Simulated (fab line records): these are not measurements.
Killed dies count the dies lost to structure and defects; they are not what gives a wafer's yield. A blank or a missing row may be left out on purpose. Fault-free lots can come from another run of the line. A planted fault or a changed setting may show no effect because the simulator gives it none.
Lot-split experiment | flow n5 finfet | 7 lots, 21 wafers read, on a route of 1938 steps

## SPLIT DETAILS
At N5_BEOL_M0_SAQP_PECVD_04 (deposits a-Si from SiH4/He, target thk 60 nm, time 60.2 s), the setting time s was moved away from the recipe's 60.2 s on 7 of the 21 wafers read, by -9.5% to +13.9%. The other wafers ran this setting at the recipe's value.

## FROM THE SPLIT TO THE READING: what the file shows between them, 4 steps
- N5_BEOL_M0_SAQP_THK_MEAS_05
- N5_BEOL_M0_SAQP_DEVELOP_13: develop time 30 s (also split here: develop time s)
- N5_BEOL_M0_SAQP_HM_OPEN_112: chemistry CHF3/O2, target SiO2, stops on a-Si, target depth 12 nm, time 13.5 s
- N5_BEOL_M0_SAQP_STRIP_113: strips in CHF3/O2

## THE READING
etch.depth nm (the simulator's own value, which no gauge read), in nm, at N5_BEOL_M0_SAQP_MANDREL_ETCH_20 (etches a-Si in HBr/Cl2, stops on SiNx, target depth 60 nm, bt time 10 s, time 30 s). No usual value for it is given in the file. Here, 14 wafers ran the recipe; their average is 60.50 nm with a standard deviation of 0.99 nm.

wafer  | tool, chamber at the split | time s as run, s | against the recipe | etch.depth nm, nm | against lot-mates on the recipe
L074.1 | pecvd-02, 2                | 60.2             | recipe             | 60.09             | -
L074.3 | pecvd-02, 1                | 60.2             | recipe             | 58.53             | -
L074.5 | pecvd-02, 2                | 60.2             | recipe             | 60.92             | -
L080.2 | pecvd-02, 0                | 64.49            | +7.1%              | 62.43             | no lot-mate on the recipe
L080.5 | pecvd-02, 1                | 64.49            | +7.1%              | 63.67             | no lot-mate on the recipe
L080.6 | pecvd-02, 2                | 64.49            | +7.1%              | 64.58             | no lot-mate on the recipe
L083.1 | pecvd-01, 0                | 68.59            | +13.9%             | 68.38             | +6.91
L083.2 | pecvd-01, 1                | 68.59            | +13.9%             | 69.01             | +7.54
L083.5 | pecvd-01, 2                | 60.2             | recipe             | 61.47             | -
L086.3 | pecvd-04, 1                | 54.48            | -9.5%              | 54.87             | -6.39
L086.4 | pecvd-04, 2                | 60.2             | recipe             | 61.26             | -
L086.6 | pecvd-04, 1                | 54.48            | -9.5%              | 55.51             | -5.75
L091.1 | pecvd-04, 1                | 60.2             | recipe             | 59.26             | -
L091.2 | pecvd-04, 2                | 60.2             | recipe             | 58.72             | -
L091.5 | pecvd-04, 1                | 60.2             | recipe             | 60.05             | -
L093.3 | pecvd-04, 1                | 60.2             | recipe             | 60.83             | -
L093.5 | pecvd-04, 0                | 60.2             | recipe             | 61.23             | -
L093.6 | pecvd-04, 1                | 60.2             | recipe             | 61.66             | -
L097.3 | pecvd-01, 1                | 60.2             | recipe             | 60.7              | -
L097.4 | pecvd-01, 1                | 60.2             | recipe             | 60.93             | -
L097.6 | pecvd-01, 2                | 60.2             | recipe             | 61.39             | -

THE FIT
A straight line over all 21 wafers: etch.depth nm changes by +0.551 nm for each +1% of time s; r = +0.96; the points scatter about the line by 1 nm.
The same after taking each lot's own level away (the mean of its wafers on the recipe; 18 wafers): +0.559 nm for each +1%; r = +0.98; scatter 0.62 nm.
That fit puts the effect of the largest move of time s on the reading at 7.8 nm.
The lots' own levels span 59.343 to 61.470 nm, that is 2.2 times the standard deviation above.
The two slopes are in agreement: the lot-to-lot level therefore moves the slope only a little.
Check: +8.08 nm against its lot-mates is what the line predicts for one of the wafers moved furthest among these (+13.9%) when that wafer is left out of the fit. Against them it came out at +6.91 nm.

## OTHER SPLITS ON THESE WAFERS
These wafers also went through other splits before the reading. Each is held against what the fit with the lots' levels taken away leaves over:
other split on the same wafers            | wafers away from the commonest value | r with etch.depth nm (lot level and that fit taken away)
N5_HKMG_FIN_COAT_06 spin rpm              | 7                                    | -0.05
N5_HKMG_FIN_ETCH_35 time s                | 8                                    | +0.06
N5_GATE_CUT_ALD_22 ald cycles             | 7                                    | -0.13
N5_MOL_CONTACT_COAG_COAT_76 spin rpm      | 6                                    | -0.19
N5_MOL_CONTACT_COAG_EXPOSE_81 dose mj     | 7                                    | -0.32
N5_BEOL_M0_SAQP_DEVELOP_13 develop time s | 5                                    | +0.04

## THE WHOLE CHAIN: every reading that the file lists as answering this split, in the file's order
step                            | what it does                                                                       | reading                                                                               | change (the file's fit)               | r (the file's)
N5_BEOL_M0_SAQP_PECVD_04        | deposits a-Si from SiH4/He, target thk 60 nm, time 60.2 s                          | a-Si_of_BEOL_M0_SAQP_PECVD_04.thk nm (the simulator's own value, which no gauge read) | +0.558 nm for each +1% of the setting | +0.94
N5_BEOL_M0_SAQP_THK_MEAS_05     |                                                                                    | thk nm                                                                                | withheld for each +1% of the setting  | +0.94
N5_BEOL_M0_SAQP_MANDREL_ETCH_20 | etches a-Si in HBr/Cl2, stops on SiNx, target depth 60 nm, bt time 10 s, time 30 s | etch.depth nm (the simulator's own value, which no gauge read)                        | +0.557 nm for each +1% of the setting | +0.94

## THE FILE'S OWN FIT
etch.depth nm changes by +0.557 nm for each +1% of time s, r = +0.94.
